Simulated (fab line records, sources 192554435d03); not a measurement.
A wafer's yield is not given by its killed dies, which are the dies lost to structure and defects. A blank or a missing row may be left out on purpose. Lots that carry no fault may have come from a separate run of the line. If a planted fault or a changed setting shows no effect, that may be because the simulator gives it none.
Matching of chambers | flow n5-finfet | N5_ILD0_CMP_12 on cmp-04: 4 sister chambers
The step polishes SiNx, stops on poly-Si, t overpolish 6 s, target thk 17.67 nm. 7 wafers are shown with their chamber, then 7 later ones without.

== WAFERS, EACH WITH ITS CHAMBER ==
wafer  | chamber | motor-current-A (A) | time-to-endpoint-s (s)
L573.1 | 0       | 9.3                 | 24.4
L573.3 | 3       | 9.3                 | 30.9
L573.6 | 1       | 8.3                 | 24.5
L576.4 | 3       | 9.0                 | 29.9
L576.6 | 2       | 9.0                 | 27.5
L580.1 | 2       | 9.1                 | 30.7
L580.2 | 0       | 9.1                 | 28.0

== WAFERS WITHOUT THEIR CHAMBER ==
wafer  | motor-current-A (A) | time-to-endpoint-s (s)
L580.5 | 9.2                 | 27.6
L581.3 | 9.1                 | 26.6
L581.4 | 9.7                 | 24.5
L581.5 | 9.4                 | 28.2
L585.1 | 8.6                 | 26.7
L585.4 | 9.2                 | 25.7
L585.5 | 9.8                 | 26.1

== CHAMBER TAKEN BY EACH ==
wafer  | from the rows above               | in truth
L580.5 | can't be placed: 0 or 2 or 3      | 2
L581.3 | can't be placed: 0 or 2 or 3      | 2
L581.4 | can't be placed: 0 or 3 or 2      | 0
L581.5 | can't be placed: 0 or 3 or 2      | 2
L585.1 | can't be placed: 1 or 2 or 0 or 3 | 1
L585.4 | can't be placed: 0 or 2           | 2
L585.5 | can't be placed: 0 or 3 or 2      | 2
Correct placement for 0 of the 7. From these rows, 7 cannot be placed; in 7 the true chamber is one of the candidates. Wrongly placed: 0.
How it was worked out, from the rows above alone: a wafer's distance from a chamber is the root of the sum, over the readings, of the square of ((its reading less the chamber's mean) divided by the reading's scatter). The wafer belongs to the nearest chamber; if the next one is less than 2 further off, it can't be placed. For every chamber, the mean is computed from those of its wafers that are shown. How the scatter is found: for the shown wafers, subtract from each reading the mean of its chamber, square and add these, divide the total by (wafers less chambers), then take the root.
